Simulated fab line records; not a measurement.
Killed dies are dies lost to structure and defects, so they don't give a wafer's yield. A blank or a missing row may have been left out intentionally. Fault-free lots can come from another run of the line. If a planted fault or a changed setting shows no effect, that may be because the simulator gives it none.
fab line records | flow n5_finfet | part 2 of 2: steps 5 to 6 of 6
record: lots: 22 | wafers: 66 | last_day: 18
route steps=1938 shown MOL_CONTACT_COAG@551
lots that met no fault: taken from a fault-free run of the same line
start_h: hours from the record's first day to the start of the lot's first wafer shown | wait_h: hours from the lot's prior step to this one | " identical to the entry in the row above | L1.1+2: one row covering several wafers at once | - no value present, or no start provided | * or withheld: withheld | < > ~ a bound
route shown NAME@n: a module of which the file shows steps, and the number in the route of the first | usual: mean/standard deviation of fault-free wafers | same: alike in all rows | chamber/n: place in a boat | sites: per-site readings | _std_site: their standard deviation | _edge_site: mean of outer sites minus mean of inner sites | radius_mm: for every site, how far away it sits from the centre of the wafer | mask NAME#n: copy n | behind: tool/chamber where the wafer was last shaped | hold: cause of the lot's hold/its duration in hours/its outcome | device: the n, p or np transistor that did not switch | end of line: tests of these same wafers at the route's end | a step given without rows: its recipe and nothing more | killed: the dies lost at the first sort to structure and to defects; this is not the yield of the wafer | map: a wafer's dies, marking killed ones x, the rest . and places with no die _
set.NAME: the setting as run; set.NAME@STEP: as run at that earlier step | model.NAME: the simulator's own value behind a step, which no gauge read
the route's steps for a sample of lots (tables are steps, rows are wafers)
services: from which hour (start_h, from the record's first day; less than 0 if before it) a tool's chamber was out of use, for how many hours, and why
== steps ==
step: N5_MOL_CONTACT_COAG_DESCUM_45
recipe: chemistry: O2 | time_s: 7 | source_power_w: 50 | bias_power_w: 20 | pressure_mtorr: 20 | rf_frequency_hz: 2.712e+07 | temp_c: 40 | resist: CAR-EUV | o2_flow_sccm: 225
usual: drypump_motor_current_A: 5.6/0.41 | oes_product_au: 0.79/0.083 | rf_vpp_V: 243.1/1.3 | showerhead_plenum_p_Torr: 2.09/0.075 | throttle_valve_pct: 20.33/0.2
lot.wafer | tool        | chamber | start_h | wait_h | drypump_motor_current_A | oes_product_au | rf_hours_counter_h | rf_vpp_V | showerhead_plenum_p_Torr | throttle_valve_pct
L074.1    | rie_diel-01 | 0       | 100.35  | 0.0    | 5.2                     | 0.86           | 43                 | 245.4    | 2.22                     | 20.35
L074.3    | "           | 1       | "       | "      | 5.4                     | 0.73           | 224                | 242.0    | 2.04                     | 20.56
L074.4    | "           | 3       | "       | "      | 6.2                     | 0.71           | 222                | 242.1    | 2.05                     | 20.43
L075.1    | rie_diel-01 | 2       | 108.66  | 0.0    | 5.6                     | 0.91           | 27                 | 242.7    | 2.06                     | 20.28
L075.4    | "           | 1       | "       | "      | 5.3                     | 0.72           | 227                | 242.9    | 2.04                     | 20.56
L075.6    | "           | 0       | "       | "      | 5.2                     | 0.86           | -                  | 245.0    | 2.22                     | 20.36
L076.4    | rie_diel-06 | 0       | 111.40  | 0.0    | 5.2                     | 0.74           | 179                | 243.2    | 2.15                     | 19.97
L076.5    | "           | 1       | "       | "      | 6.3                     | 0.97           | -                  | 244.2    | 2.25                     | 20.32
L076.6    | "           | 0       | "       | "      | 5.2                     | 0.75           | -                  | 244.1    | 2.15                     | 19.97
L077.3    | rie_diel-06 | 1       | 116.34  | 0.0    | 6.3                     | 0.95           | 2                  | 245.7    | 2.25                     | 20.33
L077.5    | "           | 1       | "       | "      | 6.4                     | 0.95           | -                  | 245.4    | 2.25                     | 20.32
L077.6    | "           | 0       | "       | "      | 5.2                     | 0.74           | -                  | 244.0    | 2.15                     | 19.98
L078.1    | rie_diel-01 | 0       | 130.95  | 0.4    | 5.2                     | 0.85           | 53                 | 245.4    | 2.22                     | 20.37
L078.2    | "           | 3       | "       | "      | 6.2                     | 0.70           | 233                | 242.1    | 2.04                     | 20.44
L078.3    | "           | 2       | "       | "      | 5.6                     | 0.89           | 36                 | 241.9    | 2.06                     | 20.28
L079.2    | rie_diel-01 | 0       | 138.12  | 0.0    | 5.2                     | 0.85           | 56                 | 243.8    | 2.22                     | 20.38
L079.4    | "           | 1       | "       | "      | 5.3                     | 0.72           | 239                | 244.0    | 2.04                     | 20.57
L079.5    | "           | 0       | "       | "      | 5.2                     | 0.84           | -                  | 244.0    | 2.22                     | 20.38
L080.1    | rie_diel-04 | 2       | 141.68  | 0.1    | 6.0                     | 0.71           | 172                | 243.6    | 2.10                     | 20.21
L080.4    | "           | 3       | "       | "      | 5.1                     | 0.84           | 77                 | 242.6    | 2.03                     | 20.46
L080.5    | "           | 0       | "       | "      | 5.9                     | 0.80           | -                  | 242.4    | 2.00                     | 20.08
L081.1    | rie_diel-06 | 1       | 148.33  | 0.7    | 6.3                     | 0.92           | 14                 | 243.1    | 2.24                     | 20.35
L081.2    | "           | 2       | "       | "      | 5.7                     | 0.86           | 54                 | 243.4    | 2.10                     | 20.07
L081.6    | "           | 1       | "       | "      | 6.3                     | 0.91           | -                  | 245.3    | 2.24                     | 20.34
L082.1    | rie_diel-04 | 2       | 151.52  | 0.5    | 6.0                     | 0.72           | 177                | 241.5    | 2.10                     | 20.24
L082.3    | "           | 1       | "       | "      | 5.9                     | 0.67           | 234                | 244.1    | 2.15                     | 20.67
L082.4    | "           | 3       | "       | "      | 5.2                     | 0.83           | 81                 | 243.4    | 2.03                     | 20.46
L083.3    | rie_diel-04 | 1       | 154.43  | 0.0    | 5.8                     | 0.67           | 235                | 244.3    | 2.15                     | 20.69
L083.5    | "           | 3       | "       | "      | 5.1                     | 0.83           | -                  | 241.5    | 2.02                     | 20.47
L083.6    | "           | 0       | "       | "      | 6.0                     | 0.79           | -                  | 243.9    | 2.00                     | 20.06
L084.1    | rie_diel-06 | 3       | 163.64  | 0.0    | 5.0                     | 0.90           | 44                 | 243.4    | 2.06                     | 20.45
L084.2    | "           | 2       | "       | "      | 5.8                     | 0.86           | 59                 | 245.3    | 2.10                     | 20.08
L084.5    | "           | 0       | "       | "      | 5.2                     | 0.71           | -                  | 244.2    | 2.14                     | 19.99
L085.2    | rie_diel-04 | 1       | 168.02  | 0.1    | 5.9                     | 0.67           | 242                | 244.4    | 2.15                     | 20.70
L085.4    | "           | 3       | "       | "      | 5.2                     | 0.82           | 88                 | 242.2    | 2.02                     | 20.49
L085.6    | "           | 3       | "       | "      | 5.1                     | 0.82           | -                  | 242.9    | 2.02                     | 20.48
L086.3    | rie_diel-04 | 0       | 171.85  | 0.0    | 5.9                     | 0.79           | 120                | 241.4    | 2.00                     | 20.07
L086.4    | "           | 2       | "       | "      | 6.0                     | 0.70           | 185                | 241.6    | 2.09                     | 20.23
L086.6    | "           | 1       | "       | "      | 5.8                     | 0.66           | -                  | 243.6    | 2.15                     | 20.67
L087.2    | rie_diel-04 | 0       | 186.27  | 0.0    | 5.9                     | 0.78           | 123                | 242.5    | 2.00                     | 20.10
L087.4    | "           | 1       | "       | "      | 5.9                     | 0.66           | -                  | 242.2    | 2.15                     | 20.68
L087.6    | "           | 0       | "       | "      | 5.9                     | 0.78           | -                  | 242.3    | 2.00                     | 20.09
L088.2    | rie_diel-04 | 0       | 188.17  | 0.0    | 5.9                     | 0.78           | 124                | 244.5    | 2.00                     | 20.08
L088.4    | "           | 0       | "       | "      | 5.9                     | 0.78           | -                  | 240.8    | 2.00                     | 20.08
L088.6    | "           | 1       | "       | "      | 5.8                     | 0.66           | -                  | 243.5    | 2.15                     | 20.69
L089.1    | rie_diel-01 | 0       | 191.29  | 0.0    | 5.2                     | 0.83           | 76                 | 244.8    | 2.21                     | 20.41
L089.3    | "           | 2       | "       | "      | 5.5                     | 0.86           | 56                 | 242.2    | 2.05                     | 20.34
L089.6    | "           | 3       | "       | "      | 6.1                     | 0.68           | -                  | 241.9    | 2.03                     | 20.46
L090.2    | rie_diel-06 | 2       | 194.37  | 0.0    | 5.8                     | 0.84           | 70                 | 243.1    | 2.10                     | 20.08
L090.3    | "           | 0       | "       | "      | 5.2                     | 0.71           | 211                | 243.7    | 2.14                     | 20.00
L090.5    | "           | 0       | "       | "      | 5.2                     | 0.72           | -                  | 245.5    | 2.14                     | 20.01
L091.3    | rie_diel-01 | 2       | 200.07  | 0.2    | 5.5                     | 0.85           | 60                 | 240.7    | 2.05                     | 20.34
L091.4    | "           | 2       | "       | "      | 5.6                     | 0.85           | -                  | 242.2    | 2.05                     | 20.33
L091.6    | "           | 0       | "       | "      | 5.2                     | 0.82           | -                  | 244.8    | 2.21                     | 20.42
L092.2    | rie_diel-04 | 3       | 208.48  | 0.1    | 5.2                     | 0.82           | 98                 | 242.7    | 2.02                     | 20.50
L092.3    | "           | 2       | "       | "      | 6.0                     | 0.71           | 198                | 243.9    | 2.09                     | 20.26
L092.5    | "           | 0       | "       | "      | 5.9                     | 0.77           | -                  | 242.1    | 2.00                     | 20.11
L094.2    | rie_diel-01 | 0       | 220.01  | 0.1    | 5.2                     | 0.81           | 90                 | 245.7    | 2.21                     | 20.43
L094.4    | "           | 1       | "       | "      | 5.3                     | 0.71           | -                  | 243.4    | 2.03                     | 20.61
L094.5    | "           | 2       | "       | "      | 5.6                     | 0.85           | -                  | 241.9    | 2.05                     | 20.36
L095.1    | rie_diel-04 | 3       | 232.18  | 0.0    | 5.1                     | 0.81           | 106                | 242.0    | 2.02                     | 20.51
L095.2    | "           | 1       | "       | "      | 5.8                     | 0.94           | 7                  | 244.5    | 2.14                     | 20.35
L095.3    | "           | 0       | "       | "      | 5.9                     | 0.76           | 141                | 242.6    | 1.99                     | 20.12
L097.1    | rie_diel-06 | 3       | 237.09  | 0.0    | 5.1                     | 0.87           | 69                 | 242.2    | 2.05                     | 20.50
L097.3    | "           | 0       | "       | "      | 5.2                     | 0.70           | 225                | 244.4    | 2.13                     | 20.03
L097.4    | "           | 1       | "       | "      | 6.3                     | 0.85           | 44                 | 246.1    | 2.23                     | 20.39
step: N5_MOL_CONTACT_COAG_ETCH_65
recipe: chemistry: N2/H2 | target: underlayer | target_depth_a: 130 | mask_material: CAR-EUV | time_s: 10.4 | ion_energy_ev: 200 | pressure_mtorr: 30 | source_w: 840 | bias_w: 150 | n2_flow_sccm: 200 | h2_flow_sccm: 200 | ends: cleared
usual: drypump_motor_current_A: 5.6/0.42 | etch_rf_on_time_s: 10.4/0.33 | oes_product_au: 0.68/0.072 | rf_vpp_V: 524.0/2.6 | showerhead_plenum_p_Torr: 2.55/0.088 | throttle_valve_pct: 17.80/0.25
lot.wafer | tool        | chamber | start_h | wait_h | drypump_motor_current_A | etch_rf_on_time_s | oes_product_au | rf_hours_counter_h | rf_vpp_V | showerhead_plenum_p_Torr | throttle_valve_pct
L074.1    | rie_diel-01 | 0       | 100.39  | 0.0    | 5.2                     | 10.3              | 0.74           | 43                 | 527.5    | 2.69                     | 17.75
L074.3    | "           | 1       | "       | "      | 5.3                     | 10.0              | 0.63           | 224                | 522.4    | 2.51                     | 18.16
L074.4    | "           | 3       | "       | "      | 6.1                     | 10.2              | 0.61           | 222                | 523.7    | 2.53                     | 18.24
L075.1    | rie_diel-01 | 2       | 108.70  | 0.0    | 5.6                     | 10.5              | 0.77           | 27                 | 521.9    | 2.48                     | 17.46
L075.4    | "           | 1       | "       | "      | 5.3                     | 10.0              | 0.62           | 227                | 523.7    | 2.50                     | 18.17
L075.6    | "           | 0       | "       | "      | 5.2                     | 10.2              | 0.74           | -                  | 526.5    | 2.69                     | 17.76
L076.4    | rie_diel-06 | 0       | 111.44  | 0.0    | 5.2                     | 10.4              | 0.63           | 179                | 526.2    | 2.63                     | 17.56
L076.5    | "           | 1       | "       | "      | 6.3                     | 10.1              | 0.84           | -                  | 529.8    | 2.72                     | 17.65
L076.6    | "           | 0       | "       | "      | 5.2                     | 10.3              | 0.63           | -                  | 526.0    | 2.63                     | 17.55
L077.3    | rie_diel-06 | 1       | 116.38  | 0.0    | 6.4                     | 10.0              | 0.85           | 2                  | 529.6    | 2.72                     | 17.62
L077.5    | "           | 1       | "       | "      | 6.3                     | 10.0              | 0.84           | -                  | 529.7    | 2.72                     | 17.65
L077.6    | "           | 0       | "       | "      | 5.2                     | 10.3              | 0.62           | -                  | 525.5    | 2.63                     | 17.53
L078.1    | rie_diel-01 | 0       | 130.99  | 0.0    | 5.2                     | 10.2              | 0.73           | 53                 | 528.2    | 2.69                     | 17.78
L078.2    | "           | 3       | "       | "      | 6.1                     | 10.2              | 0.61           | 233                | 521.1    | 2.53                     | 18.27
L078.3    | "           | 2       | "       | "      | 5.6                     | 10.5              | 0.75           | 36                 | 523.7    | 2.47                     | 17.48
L079.2    | rie_diel-01 | 0       | 138.15  | 0.0    | 5.2                     | 10.3              | 0.72           | 56                 | 527.1    | 2.69                     | 17.77
L079.4    | "           | 1       | "       | "      | 5.3                     | 9.8               | 0.62           | 239                | 522.8    | 2.50                     | 18.18
L079.5    | "           | 0       | "       | "      | 5.2                     | 10.3              | 0.73           | -                  | 527.5    | 2.69                     | 17.77
L080.1    | rie_diel-04 | 2       | 141.71  | 0.0    | 6.0                     | 10.9              | 0.61           | 172                | 525.6    | 2.54                     | 17.59
L080.4    | "           | 3       | "       | "      | 5.2                     | 10.6              | 0.71           | 77                 | 522.1    | 2.47                     | 17.84
L080.5    | "           | 0       | "       | "      | 5.9                     | 10.6              | 0.68           | -                  | 522.2    | 2.46                     | 17.61
L081.1    | rie_diel-06 | 1       | 148.37  | 0.0    | 6.4                     | 10.1              | 0.80           | 14                 | 529.0    | 2.72                     | 17.65
L081.2    | "           | 2       | "       | "      | 5.8                     | 9.3               | 0.78           | 54                 | 523.6    | 2.58                     | 17.67
L081.6    | "           | 1       | "       | "      | 6.4                     | 10.2              | 0.79           | -                  | 530.0    | 2.72                     | 17.67
L082.1    | rie_diel-04 | 2       | 151.56  | 0.0    | 6.0                     | 10.8              | 0.61           | 177                | 523.7    | 2.53                     | 17.60
L082.3    | "           | 1       | "       | "      | 5.9                     | 10.5              | 0.57           | 234                | 524.9    | 2.63                     | 18.25
L082.4    | "           | 3       | "       | "      | 5.1                     | 10.7              | 0.71           | 81                 | 521.1    | 2.46                     | 17.84
L083.3    | rie_diel-04 | 1       | 154.46  | 0.0    | 5.9                     | 10.5              | 0.57           | 235                | 526.6    | 2.63                     | 18.25
L083.5    | "           | 3       | "       | "      | 5.1                     | 10.6              | 0.70           | -                  | 520.5    | 2.46                     | 17.85
L083.6    | "           | 0       | "       | "      | 6.0                     | 10.5              | 0.68           | -                  | 522.8    | 2.46                     | 17.61
L084.1    | rie_diel-06 | 3       | 163.68  | 0.0    | 5.0                     | 10.5              | 0.73           | 44                 | 523.4    | 2.48                     | 17.83
L084.2    | "           | 2       | "       | "      | 5.8                     | 9.4               | 0.76           | 59                 | 524.1    | 2.58                     | 17.67
L084.5    | "           | 0       | "       | "      | 5.2                     | 10.6              | 0.61           | -                  | 525.9    | 2.62                     | 17.59
L085.2    | rie_diel-04 | 1       | 168.06  | 0.0    | 5.8                     | 10.6              | 0.57           | 242                | 525.5    | 2.62                     | 18.26
L085.4    | "           | 3       | "       | "      | 5.2                     | 10.6              | 0.70           | 88                 | 520.7    | 2.46                     | 17.86
L085.6    | "           | 3       | "       | "      | 5.2                     | 10.6              | 0.71           | -                  | 521.9    | 2.46                     | 17.84
L086.3    | rie_diel-04 | 0       | 171.89  | 0.0    | 6.0                     | 10.4              | 0.67           | 120                | 523.3    | 2.46                     | 17.63
L086.4    | "           | 2       | "       | "      | 6.0                     | 10.8              | 0.61           | 185                | 524.3    | 2.53                     | 17.62
L086.6    | "           | 1       | "       | "      | 5.8                     | 10.5              | 0.57           | -                  | 525.2    | 2.62                     | 18.26
L087.2    | rie_diel-04 | 0       | 186.30  | 0.0    | 6.0                     | 10.5              | 0.68           | 123                | 520.5    | 2.45                     | 17.61
L087.4    | "           | 1       | "       | "      | 5.9                     | 10.5              | 0.57           | -                  | 526.9    | 2.62                     | 18.29
L087.6    | "           | 0       | "       | "      | 6.0                     | 10.5              | 0.67           | -                  | 521.9    | 2.45                     | 17.65
L088.2    | rie_diel-04 | 0       | 188.21  | 0.0    | 5.9                     | 10.5              | 0.67           | 124                | 521.9    | 2.45                     | 17.63
L088.4    | "           | 0       | "       | "      | 6.0                     | 10.5              | 0.67           | -                  | 522.0    | 2.45                     | 17.61
L088.6    | "           | 1       | "       | "      | 5.8                     | 10.5              | 0.56           | -                  | 525.9    | 2.62                     | 18.29
L089.1    | rie_diel-01 | 0       | 191.32  | 0.0    | 5.2                     | 10.2              | 0.71           | 76                 | 526.2    | 2.68                     | 17.82
L089.3    | "           | 2       | "       | "      | 5.6                     | 10.5              | 0.73           | 56                 | 523.5    | 2.46                     | 17.52
L089.6    | "           | 3       | "       | "      | 6.2                     | 10.1              | 0.60           | -                  | 521.6    | 2.52                     | 18.31
L090.2    | rie_diel-06 | 2       | 194.41  | 0.0    | 5.8                     | 9.5               | 0.75           | 70                 | 524.1    | 2.58                     | 17.69
L090.3    | "           | 0       | "       | "      | 5.2                     | 10.6              | 0.60           | 211                | 524.8    | 2.62                     | 17.61
L090.5    | "           | 0       | "       | "      | 5.2                     | 10.6              | 0.59           | -                  | 526.2    | 2.62                     | 17.59
L091.3    | rie_diel-01 | 2       | 200.11  | 0.0    | 5.6                     | 10.5              | 0.73           | 60                 | 521.9    | 2.46                     | 17.52
L091.4    | "           | 2       | "       | "      | 5.6                     | 10.5              | 0.72           | -                  | 521.9    | 2.46                     | 17.54
L091.6    | "           | 0       | "       | "      | 5.1                     | 10.3              | 0.70           | -                  | 528.5    | 2.68                     | 17.83
L092.2    | rie_diel-04 | 3       | 208.52  | 0.0    | 5.1                     | 10.6              | 0.69           | 98                 | 522.1    | 2.46                     | 17.87
L092.3    | "           | 2       | "       | "      | 6.0                     | 10.8              | 0.59           | 198                | 523.2    | 2.52                     | 17.64
L092.5    | "           | 0       | "       | "      | 5.9                     | 10.3              | 0.66           | -                  | 521.9    | 2.45                     | 17.66
L094.2    | rie_diel-01 | 0       | 220.04  | 0.0    | 5.2                     | 10.2              | 0.70           | 90                 | 526.9    | 2.67                     | 17.84
L094.4    | "           | 1       | "       | "      | 5.4                     | 9.8               | 0.60           | -                  | 524.1    | 2.49                     | 18.21
L094.5    | "           | 2       | "       | "      | 5.6                     | 10.5              | 0.71           | -                  | 521.9    | 2.46                     | 17.54
L095.1    | rie_diel-04 | 3       | 232.21  | 0.0    | 5.1                     | 10.6              | 0.68           | 106                | 522.7    | 2.45                     | 17.88
L095.2    | "           | 1       | "       | "      | 5.8                     | 10.0              | 0.80           | 7                  | 524.9    | 2.62                     | 17.87
L095.3    | "           | 0       | "       | "      | 6.0                     | 10.3              | 0.66           | 141                | 519.1    | 2.45                     | 17.67
L097.1    | rie_diel-06 | 3       | 237.13  | 0.0    | 5.1                     | 10.7              | 0.70           | 69                 | 521.0    | 2.47                     | 17.87
L097.3    | "           | 0       | "       | "      | 5.2                     | 10.7              | 0.59           | 225                | 524.5    | 2.61                     | 17.63
L097.4    | "           | 1       | "       | "      | 6.3                     | 10.3              | 0.74           | 44                 | 529.1    | 2.70                     | 17.71
== services ==
tool           | chamber | start_h | hours | kind
rie_diel-06    | 1       | 88.25   | -     | clean
rie_diel-06    | 1       | 88.25   | -     | consumable_replace:focus_ring
rie_diel-06    | 1       | 88.25   | -     | consumable_replace:showerhead
rie_diel-06    | 1       | 88.25   | 19.6  | scheduled_down
rie_diel-06    | 1       | 88.25   | 19.6  | vent_cycle
pvd_sputter-01 | -       | 98.71   | 1.0   | repair
pvd_sputter-02 | -       | 116.29  | 4.1   | repair
rie_diel-04    | 3       | 122.87  | 3.9   | repair
rie_diel-04    | -       | 126.60  | 2.8   | pm
pvd_sputter-03 | -       | 137.19  | 0.5   | repair
rie_diel-01    | -       | 144.78  | 4.3   | pm
pvd_sputter-01 | -       | 172.98  | 11.1  | repair
rie_diel-06    | 3       | 173.08  | 5.7   | repair
rie_diel-04    | 3       | 185.80  | 9.3   | repair
rie_diel-04    | 1       | 195.45  | -     | clean
rie_diel-04    | 1       | 195.45  | -     | consumable_replace:focus_ring
rie_diel-04    | 1       | 195.45  | 17.4  | scheduled_down
rie_diel-04    | 1       | 195.45  | 17.4  | vent_cycle
rie_diel-01    | 3       | 205.59  | -     | clean
rie_diel-01    | 3       | 205.59  | -     | consumable_replace:focus_ring
rie_diel-01    | 3       | 205.59  | 19.6  | scheduled_down
rie_diel-01    | 3       | 205.59  | 19.6  | vent_cycle
rie_diel-06    | -       | 221.57  | 2.8   | pm
rie_diel-01    | 1       | 225.32  | -     | clean
